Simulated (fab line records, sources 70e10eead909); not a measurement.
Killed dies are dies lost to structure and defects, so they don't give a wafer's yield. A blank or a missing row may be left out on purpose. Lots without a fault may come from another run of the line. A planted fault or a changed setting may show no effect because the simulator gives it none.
fab line records | flow nand_harc | part 1 of 2: steps 1 to 27 of 39
record lots=5 wafers=15 last_day=34
route steps=1302 shown P_M1@311 P_M2@318 P_BONDPAD@351
lots that met no fault: from a run of the same line without faults
start_h: hours from the record's first day to the start of the lot's first wafer shown | wait_h: hours since the lot's step before | " the same as in the row above | L1.1+2: a row that stands for several wafers | - no value, or no start given | * or withheld: withheld | < > ~ a bound
route shown NAME@n: a module of which the file shows steps, and the number in the route of the first | usual: mean/standard deviation of fault-free wafers | same: alike in all rows | chamber/n: place in a boat | sites: the reading at each site | _std_site: their standard deviation | _edge_site: outer sites' mean less inner sites' | radius_mm: how far each site lies from the wafer's centre | mask NAME#n: copy n | behind: the tool/chamber that last shaped the wafer | hold: why the lot was held/for how many hours/how that ended | device: the transistor (n, p or np) that didn't switch | end of line: the same wafers' tests at the end of the route | a step without rows: its recipe alone | killed: dies lost to structure and defects at the first sort, not the wafer's yield | map: a wafer's dies, x killed, . not, _ none there
set.NAME: the setting as run; set.NAME@STEP: as run at that earlier step | model.NAME: the simulator's own value behind a step, which no gauge read
lots at some steps of the route; a table a step, a row a wafer
services: from which hour (start_h, from the record's first day; less than 0 if before it) a tool's chamber was out of use, for how many hours, and why
## steps
# step NHARC_P_M1_CMP_23
# recipe t_overpolish_s=20 target_thk_nm=157.82
# usual motor_current_A=11.7/1.1 retaining_ring_pressure_frac=1.000/0.0046 time_to_endpoint_s=27.9/2.6
# columns lot.wafer tool chamber start_h wait_h motor_current_A retaining_ring_pressure_frac time_to_endpoint_s
L082.3 cmp-03 3 213.04 - 12.1 0.996 33.0
L082.4 " 1 " " 12.8 1.000 34.4
L082.6 " 3 " " 11.4 1.000 33.6
L087.4 cmp-04 1 254.66 - 10.9 1.009 28.4
L087.3 " 2 " " 10.8 1.003 27.8
L087.6 " 0 " " 12.5 0.998 28.0
L088.1 cmp-04 0 273.91 - 12.1 1.003 25.9
L088.3 " 2 " " 10.8 1.003 27.2
L088.5 " 1 " " 10.9 0.999 27.7
L096.1 cmp-03 2 352.33 - 10.1 0.995 25.5
L096.4 " 3 " " 12.1 1.001 23.3
L096.3 " 0 " " 11.8 1.006 26.0
L097.1 cmp-01 3 352.86 - 12.9 1.010 26.3
L097.4 " 1 " " 10.8 0.995 27.1
L097.5 " 3 " " 12.9 1.000 27.2
# step NHARC_P_M1_THK_MEAS_24
# recipe thk_meas_gauge=xrf
# usual thk_nm=157.3/1.6
# columns lot.wafer tool chamber start_h wait_h thk_nm
L082.3 film_metro-02 - 213.35 - 156.8
L082.4 " - " " 159.4
L082.6 " - " " 159.2
L087.3 film_metro-02 - 254.94 - 156.1
L087.4 " - " " 156.4
L087.6 " - " " 156.7
L088.1 film_metro-01 - 274.23 - 157.1
L088.3 " - " " 156.4
L088.5 " - " " 158.2
L096.1 film_metro-01 - 352.62 - 157.5
L096.3 " - " " 157.9
L096.4 " - " " 157.6
L097.1 film_metro-01 - 353.15 - 159.3
L097.4 " - " " 154.6
L097.5 " - " " 157.1
# step NHARC_P_M1_SRD_25
# columns lot.wafer tool chamber start_h wait_h
L082.4+3+6 wet_bench-10 3,7,0 213.39 0.0
L087.4+6+3 wet_bench-10 4,7,0 254.99 0.0
L088.3+1+5 wet_bench-08 6,7,1 274.27 0.0
L096.1+3+4 wet_bench-10 0,1,2 352.66 0.0
L097.5+4+1 wet_bench-10 7,0,1 353.20 0.0
# step NHARC_P_M1_INSPECT_27
# usual raw_defect_count=343/150
# columns lot.wafer tool chamber start_h wait_h raw_defect_count
L082.3 defect_inspect-02 - 213.51 0.0 195
L082.4 " - " " 352
L082.6 " - " " 244
L087.3 defect_inspect-01 - 255.10 0.0 193
L087.4 " - " " 195
L087.6 " - " " 162
L088.1 defect_inspect-02 - 274.38 0.0 864
L088.3 " - " " 493
L088.5 " - " " 371
L096.1 defect_inspect-01 - 352.78 0.0 218
L096.3 " - " " 598
L096.4 " - " " 134
L097.1 defect_inspect-01 - 353.31 0.0 298
L097.4 " - " " 297
L097.5 " - " " 435
# step NHARC_P_M1_PRE_CLEAN_32
# recipe time_s=12 temp_c=370 rf_power_w=300 gas=NH3
# usual heater_power_w=630/62
# columns lot.wafer tool chamber start_h wait_h heater_power_w
L082.3 pecvd-03 2 213.60 0.1 550
L082.4 " 0 " " 693
L082.6 " 2 " " 553
L087.3 pecvd-03 0 255.19 0.1 616
L087.4 " 1 " " 607
L087.6 " 0 " " 613
L088.3 pecvd-03 2 274.61 0.2 579
L088.1 " 0 " " 671
L088.5 " 1 " " 582
L096.1 pecvd-03 2 352.85 0.1 584
L096.3 " 1 " " 611
L096.4 " 1 " " 619
L097.1 pecvd-04 2 353.44 0.1 614
L097.4 " 2 " " 619
L097.5 " 0 " " 701
# step NHARC_P_M1_DEP_33
# recipe target_thk_a=300 temp_c=370 target_thk_nm=30 pressure_torr=3 flow_sccm=200 rf_w=450 material=SiCN
# usual heater_power_w=575/57
# columns lot.wafer tool chamber start_h wait_h heater_power_w
L082.3 pecvd-03 2 213.74 0.1 531
L082.4 " 0 " " 568
L082.6 " 2 " " 534
L087.3 pecvd-03 0 255.33 0.1 606
L087.4 " 1 " " 538
L087.6 " 0 " " 608
L088.3 pecvd-03 2 274.69 0.1 544
L088.1 " 0 " " 608
L088.5 " 1 " " 573
L096.1 pecvd-03 2 352.93 0.1 527
L096.3 " 1 " " 542
L096.4 " 1 " " 566
L097.1 pecvd-04 2 353.55 0.1 564
L097.4 " 2 " " 563
L097.5 " 0 " " 555
# step NHARC_P_M2_DEP_00
# recipe target_thk_a=1825 target_thk_nm=182.5 temp_c=withheld pressure_torr=5 flow_sccm=200 rf_w=600 material=SiOC
# columns lot.wafer tool chamber start_h wait_h
L082.3+4+6 pecvd-04 1,1,2 214.07 -
L087.3+4+6 pecvd-01 1,2,0 255.66 -
L088.3+1+5 pecvd-01 0,2,0 275.11 -
L096.1+3+4 pecvd-01 1,0,0 353.43 -
L097.1+5+4 pecvd-01 0,1,2 353.93 -
# step NHARC_P_M2_DEHYDRATE_01
# recipe temp_c=150 time_s=120
# columns lot.wafer tool chamber start_h wait_h
L082.3+4+6 litho_track-04 0 214.48 -
L087.3+4+6 litho_track-06 0 256.06 -
L088.1+3+5 litho_track-06 0 275.51 -
L096.1+3+4 litho_track-06 0 353.84 -
L097.1+4+5 litho_track-01 0 354.33 -
# step NHARC_P_M2_HMDS_02
# recipe time_s=30
# columns lot.wafer tool chamber start_h wait_h
L082.3+4+6 litho_track-04 0 - -
L087.3+4+6 litho_track-06 0 - -
L088.1+3+5 litho_track-06 0 - -
L096.1+3+4 litho_track-06 0 - -
L097.1+4+5 litho_track-01 0 - -
# step NHARC_P_M2_COAT_34
# recipe temp_c=200 time_s=65
# columns lot.wafer tool chamber start_h wait_h
L082.3+4+6 litho_track-04 0 - -
L087.3+4+6 litho_track-06 0 - -
L088.1+3+5 litho_track-06 0 - -
L096.1+3+4 litho_track-06 0 - -
L097.1+4+5 litho_track-01 0 - -
# step NHARC_P_M2_COAT_03
# recipe spin_rpm=1500 resist_thk_nm=90
# usual dispense_pressure_kPa=51.2/2.3
# columns lot.wafer tool chamber start_h wait_h dispense_pressure_kPa
L082.3 litho_track-04 0 - - 47.9
L082.4 " 0 " " 48.0
L082.6 " 0 " " 47.9
L087.3 litho_track-06 0 - - 52.8
L087.4 " 0 " " 52.8
L087.6 " 0 " " 52.8
L088.1 litho_track-06 0 - - 52.8
L088.3 " 0 " " 52.8
L088.5 " 0 " " 52.8
L096.1 litho_track-06 0 - - 52.8
L096.3 " 0 " " 52.8
L096.4 " 0 " " 52.8
L097.1 litho_track-01 0 - - 53.0
L097.4 " 0 " " 53.1
L097.5 " 0 " " 53.0
# step NHARC_P_M2_SOFTBAKE_04
# recipe temp_c=105 time_s=55
# columns lot.wafer tool chamber start_h wait_h
L082.3+4+6 litho_track-04 0 - -
L087.3+4+6 litho_track-06 0 - -
L088.1+3+5 litho_track-06 0 - -
L096.1+3+4 litho_track-06 0 - -
L097.1+4+5 litho_track-01 0 - -
# step NHARC_P_M2_EBR_05
# columns lot.wafer tool chamber start_h wait_h
L082.3+4+6 litho_track-04 0 - -
L087.3+4+6 litho_track-06 0 - -
L088.1+3+5 litho_track-06 0 - -
L096.1+3+4 litho_track-06 0 - -
L097.1+4+5 litho_track-01 0 - -
# step NHARC_P_M2_EXPOSE_06
# recipe na=1.35 target_cd_nm=170 dose_mj=80.78 mask_id=P_M2
# columns lot.wafer tool chamber start_h wait_h mask
L082.3+4+6 arfi_scanner-03 0 214.78 - P_M2#0
L087.3+4+6 arfi_scanner-01 0 256.23 - P_M2#0
L088.1+3+5 arfi_scanner-02 0 275.80 - P_M2#0
L096.1+3+4 arfi_scanner-01 0 354.00 - P_M2#0
L097.1+4+5 arfi_scanner-03 0 354.62 - P_M2#0
# step NHARC_P_M2_PEB_07
# recipe peb_temp_c=100 peb_time_s=65
# columns lot.wafer tool chamber start_h wait_h
L082.3+4+6 litho_track-04 0 214.83 0.0
L087.3+4+6 litho_track-04 0 256.29 0.0
L088.1+3+5 litho_track-04 0 275.86 0.1
L096.1+3+4 litho_track-01 0 354.06 0.1
L097.1+4+5 litho_track-04 0 354.68 0.1
# step NHARC_P_M2_DEVELOP_08
# recipe develop_time_s=35 dev_temp_c=23
# columns lot.wafer tool chamber start_h wait_h
L082.3+4+6 litho_track-04 0 - -
L087.3+4+6 litho_track-04 0 - -
L088.1+3+5 litho_track-04 0 - -
L096.1+3+4 litho_track-01 0 - -
L097.1+4+5 litho_track-04 0 - -
# step NHARC_P_M2_CD_MEAS_09
# recipe target_cd_nm=170 landing_energy_ev=500
# usual cd_nm=169.9/0.46
# columns lot.wafer tool chamber start_h wait_h cd_nm
L082.3 cd_sem-01 0 214.91 - 169.7
L082.4 " 0 " " 169.2
L082.6 " 0 " " 169.9
L087.3 cd_sem-02 0 256.37 - 169.8
L087.4 " 0 " " 169.7
L087.6 " 0 " " 169.3
L088.1 cd_sem-01 0 275.94 - 169.3
L088.3 " 0 " " 169.3
L088.5 " 0 " " 169.5
L096.1 cd_sem-01 0 354.14 - 170.0
L096.3 " 0 " " 170.9
L096.4 " 0 " " 169.7
L097.1 cd_sem-03 0 354.76 - 170.3
L097.4 " 0 " " 170.0
L097.5 " 0 " " 169.3
# step NHARC_P_M2_OVL_MEAS_10
# recipe pitch_nm=340
# usual overlay_x_nm=0.2/0.93 overlay_y_nm=-0.1/0.82
# columns lot.wafer tool chamber start_h wait_h overlay_x_nm overlay_y_nm
L082.3 overlay-02 - 215.00 - 0.8 -2.6
L082.4 " - " " 0.9 -2.7
L082.6 " - " " 0.5 -2.5
L087.3 overlay-02 - 256.45 - 1.6 1.9
L087.4 " - " " 1.1 1.2
L087.6 " - " " 2.1 1.0
L088.1 overlay-01 - 276.03 - 0.6 -0.5
L088.3 " - " " 0.7 0.0
L088.5 " - " " 0.4 -0.5
L096.1 overlay-02 - 354.23 - -0.3 0.9
L096.3 " - " " 0.2 0.4
L096.4 " - " " 0.1 1.1
L097.1 overlay-02 - 354.85 - -0.2 -0.4
L097.4 " - " " 0.0 -1.1
L097.5 " - " " -0.1 -0.9
# step NHARC_P_M2_INSPECT_11
# usual raw_defect_count=5/3.3
# columns lot.wafer tool chamber start_h wait_h raw_defect_count
L082.3 defect_inspect-01 - 215.03 0.0 9
L082.4 " - " " 8
L082.6 " - " " 5
L087.3 defect_inspect-02 - 256.49 0.0 3
L087.4 " - " " 3
L087.6 " - " " 5
L088.1 defect_inspect-02 - 276.07 0.0 6
L088.3 " - " " 3
L088.5 " - " " 6
L096.1 defect_inspect-02 - 354.26 0.0 1
L096.3 " - " " 7
L096.4 " - " " 4
L097.1 defect_inspect-02 - 354.88 0.0 2
L097.4 " - " " 3
L097.5 " - " " 4
# step NHARC_P_M2_DESCUM_14
# recipe time_s=3 o2_flow_sccm=200 ar_flow_sccm=0 bias_power_w=0 chemistry=O2
# usual drypump_motor_current_A=5.6/0.48 o2_flow_sccm=200.0/0.65 oes_product_au=1.000/0.0076 rf_vpp_V=57.8/0.9 showerhead_plenum_p_Torr=1.93/0.089 throttle_valve_pct=11.311/0.0086
# columns lot.wafer tool chamber start_h wait_h drypump_motor_current_A o2_flow_sccm oes_product_au rf_hours_counter_h rf_vpp_V showerhead_plenum_p_Torr throttle_valve_pct
L082.4 rie_diel-07 2 215.09 0.1 5.6 198.7 0.996 3.1 59.6 2.01 11.309
L082.3 " 3 " " 5.8 200.4 1.002 3.9 57.5 2.05 11.308
L082.6 " 3 " " 5.8 200.4 1.008 - 59.2 2.05 11.320
L087.3 rie_diel-10 0 256.56 0.1 5.7 200.2 1.015 0.3 59.3 1.96 11.315
L087.4 " 2 " " 5.9 198.8 1.004 0.5 56.4 1.80 11.299
L087.6 " 0 " " 5.7 200.3 1.010 - 57.9 1.96 11.325
L088.3 rie_diel-10 0 276.13 0.1 5.7 199.6 0.995 1.1 57.7 1.96 11.309
L088.1 " 3 " " 5.0 200.7 0.997 1.3 58.3 1.84 11.306
L088.5 " 1 " " 5.1 199.3 0.990 - 59.4 1.94 11.312
L096.1 rie_diel-07 1 354.33 0.1 6.6 200.1 0.988 3.0 58.5 1.83 11.317
L096.3 " 2 " " 5.6 199.0 1.007 3.2 59.3 2.01 11.299
L096.4 " 3 " " 5.8 199.7 1.010 1.4 58.2 2.05 11.316
L097.4 rie_diel-07 1 354.94 0.1 6.5 201.1 0.988 3.1 55.6 1.83 11.309
L097.1 " 3 " " 5.8 198.6 0.995 1.4 58.1 2.05 11.318
L097.5 " 2 " " 5.6 200.4 0.996 - 58.7 2.01 11.306
# step NHARC_P_M2_ETCH_35
# recipe target_depth_a=400 overetch_a=120 time_s=43.94 ion_energy_ev=200 n2_flow_sccm=150 h2_flow_sccm=150 ar_flow_sccm=0 rf_w=400 bias_w=150 chemistry=N2/H2
# usual drypump_motor_current_A=5.6/0.48 oes_product_au=1.000/0.0084 rf_vpp_V=430.8/2.8 showerhead_plenum_p_Torr=2.06/0.097 throttle_valve_pct=14.171/0.0095
# columns lot.wafer tool chamber start_h wait_h drypump_motor_current_A oes_product_au rf_hours_counter_h rf_vpp_V showerhead_plenum_p_Torr throttle_valve_pct
L082.3 rie_diel-07 2 215.18 0.1 5.6 0.999 3.1 433.4 2.15 14.163
L082.4 " 3 " " 5.8 1.004 3.9 434.5 2.19 14.176
L082.6 " 2 " " 5.6 0.992 - 433.6 2.15 14.170
L087.3 rie_diel-10 3 256.64 0.1 5.0 1.007 0.4 428.3 1.96 14.163
L087.4 " 0 " " 5.7 1.013 0.3 431.0 2.09 14.177
L087.6 " 0 " " 5.7 1.013 - 431.1 2.09 14.166
L088.3 rie_diel-10 3 276.22 0.1 5.0 1.007 1.3 428.2 1.96 14.155
L088.1 " 0 " " 5.7 1.010 1.1 432.7 2.09 14.177
L088.5 " 2 " " 5.9 1.012 - 427.9 1.91 14.155
L096.1 rie_diel-07 3 354.41 0.1 5.8 0.998 1.4 434.3 2.19 14.169
L096.4 " 0 " " 5.2 0.998 2.2 434.4 2.18 14.177
L096.3 " 1 " " 6.6 1.000 3.0 428.7 1.94 14.180
L097.1 rie_diel-07 0 355.03 0.1 5.2 0.996 2.3 434.4 2.18 14.183
L097.4 " 3 " " 5.8 1.001 1.4 434.6 2.19 14.162
L097.5 " 1 " " 6.6 0.999 - 429.0 1.94 14.156
# step NHARC_P_M2_ETCH_15
# recipe target_depth_a=1825 time_s=91.2 c4f8_flow_sccm=withheld ar_flow_sccm=400 rf_w=600 bias_w=300 chemistry=C4F8/Ar
# usual oes_product_au=0.939/0.023 rf_vpp_V=441.3/2.8
# columns lot.wafer tool chamber start_h wait_h oes_product_au rf_hours_counter_h rf_vpp_V
L082.4 rie_diel-07 1 - - 0.928 3.9 437.4
L082.3 " 0 " " 0.922 4.4 444.8
L082.6 " 1 " " 0.928 - 437.3
L087.3 rie_diel-10 1 - - 0.980 0.4 440.4
L087.4 " 3 " " 0.962 0.4 438.2
L087.6 " 1 " " 0.966 - 440.1
L088.1 rie_diel-10 1 - - 0.919 1.0 442.1
L088.3 " 3 " " 0.912 1.3 436.5
L088.5 " 0 " " 0.930 - 440.4
L096.1 rie_diel-07 3 - - 0.913 1.4 445.0
L096.3 " 0 " " 0.919 2.2 443.3
L096.4 " 2 " " 0.925 3.2 443.5
L097.1 rie_diel-07 1 - - 0.919 3.1 437.8
L097.4 " 3 " " 0.923 1.5 443.5
L097.5 " 2 " " 0.914 - 444.4
# step NHARC_P_M2_CD_MEAS_16
# usual cd_nm=169.8/0.54
# columns lot.wafer tool chamber start_h wait_h cd_nm
L082.3 cd_sem-03 - 215.40 - 168.9
L082.4 " - " " 169.0
L082.6 " - " " 168.8
L087.3 cd_sem-03 - 256.86 - 169.5
L087.4 " - " " 169.9
L087.6 " - " " 168.9
L088.1 cd_sem-03 - 276.44 - 168.7
L088.3 " - " " 168.5
L088.5 " - " " 169.4
L096.1 cd_sem-01 - 354.63 - 169.7
L096.3 " - " " 171.0
L096.4 " - " " 169.7
L097.1 cd_sem-03 - 355.25 - 170.3
L097.4 " - " " 170.5
L097.5 " - " " 170.1
# step NHARC_P_M2_STRIP_18
# recipe power_w=1000 n2_flow_sccm=150 h2_flow_sccm=150 ar_flow_sccm=0 bias_w=0 chemistry=N2/H2
# usual drypump_motor_current_A=5.6/0.5 oes_product_au=0.999/0.0077 rf_vpp_V=90.9/0.9 showerhead_plenum_p_Torr=2.06/0.094 throttle_valve_pct=14.170/0.01
# columns lot.wafer tool chamber start_h wait_h drypump_motor_current_A oes_product_au rf_hours_counter_h rf_vpp_V showerhead_plenum_p_Torr throttle_valve_pct
L082.4 rie_diel-07 1 215.50 0.1 6.5 1.003 3.9 90.0 1.95 14.186
L082.3 " 3 " " 5.8 1.004 4.0 92.0 2.19 14.166
L082.6 " 1 " " 6.6 0.991 - 90.0 1.95 14.182
L087.4 rie_diel-07 1 256.96 0.1 6.6 0.994 6.5 90.6 1.95 14.161
L087.3 " 2 " " 5.6 1.003 5.3 91.2 2.15 14.170
L087.6 " 0 " " 5.2 0.992 - 91.8 2.18 14.180
L088.1 rie_diel-07 1 276.55 0.1 6.6 0.990 7.4 90.1 1.95 14.163
L088.3 " 3 " " 5.7 1.001 7.4 91.9 2.19 14.170
L088.5 " 1 " " 6.6 0.995 - 90.1 1.95 14.170
L096.1 rie_diel-10 2 354.73 0.1 5.9 1.000 4.8 89.9 1.91 14.178
L096.4 " 3 " " 5.0 1.000 4.7 90.9 1.96 14.164
L096.3 " 0 " " 5.7 0.998 4.6 89.7 2.09 14.180
L097.1 rie_diel-10 3 355.35 0.1 5.0 0.995 4.8 90.1 1.96 14.166
L097.4 " 1 " " 5.1 0.995 3.5 90.7 2.06 14.181
L097.5 " 3 " " 5.0 0.998 - 90.4 1.96 14.159
# step NHARC_P_M2_ETCH_28
# recipe target_depth_a=300 over_etch_frac=0.3 time_s=72.99 ion_energy_ev=150 cf4_flow_sccm=50 n2_flow_sccm=100 ar_flow_sccm=150 rf_w=300 bias_w=100 chemistry=CF4/N2
# usual drypump_motor_current_A=5.6/0.49 oes_product_au=1.001/0.0078 rf_vpp_V=314.7/2 showerhead_plenum_p_Torr=2.66/0.11 throttle_valve_pct=19.793/0.0094
# columns lot.wafer tool chamber start_h wait_h drypump_motor_current_A oes_product_au rf_hours_counter_h rf_vpp_V showerhead_plenum_p_Torr throttle_valve_pct
L082.3 rie_diel-07 1 - - 6.6 0.992 4.0 312.5 2.52 19.788
L082.4 " 0 " " 5.2 1.005 4.5 315.9 2.79 19.788
L082.6 " 1 " " 6.6 1.004 - 311.6 2.52 19.800
L087.4 rie_diel-07 2 - - 5.6 1.000 5.4 314.3 2.75 19.801
L087.3 " 3 " " 5.8 0.998 6.0 316.2 2.80 19.796
L087.6 " 1 " " 6.6 0.998 - 312.6 2.51 19.811
L088.1 rie_diel-07 2 - - 5.6 1.004 6.3 317.0 2.75 19.785
L088.3 " 3 " " 5.8 1.005 7.4 315.3 2.80 19.797
L088.5 " 2 " " 5.6 0.995 - 318.5 2.75 19.797
L096.4 rie_diel-10 3 - - 5.0 1.013 4.7 312.5 2.53 19.774
L096.1 " 1 " " 5.1 1.007 3.4 313.7 2.66 19.785
L096.3 " 2 " " 5.9 1.010 4.8 310.6 2.47 19.787
L097.1 rie_diel-10 2 - - 5.9 1.001 4.9 312.5 2.47 19.802
L097.4 " 1 " " 5.1 0.998 3.5 315.4 2.65 19.802
L097.5 " 2 " " 5.9 0.989 - 313.0 2.47 19.785
# step NHARC_P_M2_STRIP_19
# recipe time_s=600 temp_c=30 chemistry=post_etch_residue_remover
# columns lot.wafer tool chamber start_h wait_h
L082.6+3+4 wet_bench-08 1,3,6 215.84 -
L087.3+6+4 wet_bench-08 6,0,2 257.31 -
L088.5+1+3 wet_bench-08 7,0,1 276.90 -
L096.4+1+3 wet_bench-10 5,6,1 355.07 -
L097.1+5+4 wet_bench-10 6,7,0 355.70 -
# step NHARC_P_M2_DEGAS_29
# recipe temp_c=250 time_s=60
# usual heater_power_w=320/25
# columns lot.wafer tool chamber start_h wait_h heater_power_w
L082.3 pvd_sputter-02 - 216.12 - 287
L082.4 " - " " 320
L082.6 " - " " 348
L087.3 pvd_sputter-02 - 257.57 - 336
L087.4 " - " " 327
L087.6 " - " " 326
L088.3 pvd_sputter-01 - 277.17 - 325
L088.1 " - " " 315
L088.5 " - " " 328
L096.4 pvd_sputter-02 - 355.34 - 268
L096.3 " - " " 332
L096.1 " - " " 333
L097.1 pvd_sputter-02 - 355.96 - 264
L097.4 " - " " 343
L097.5 " - " " 325
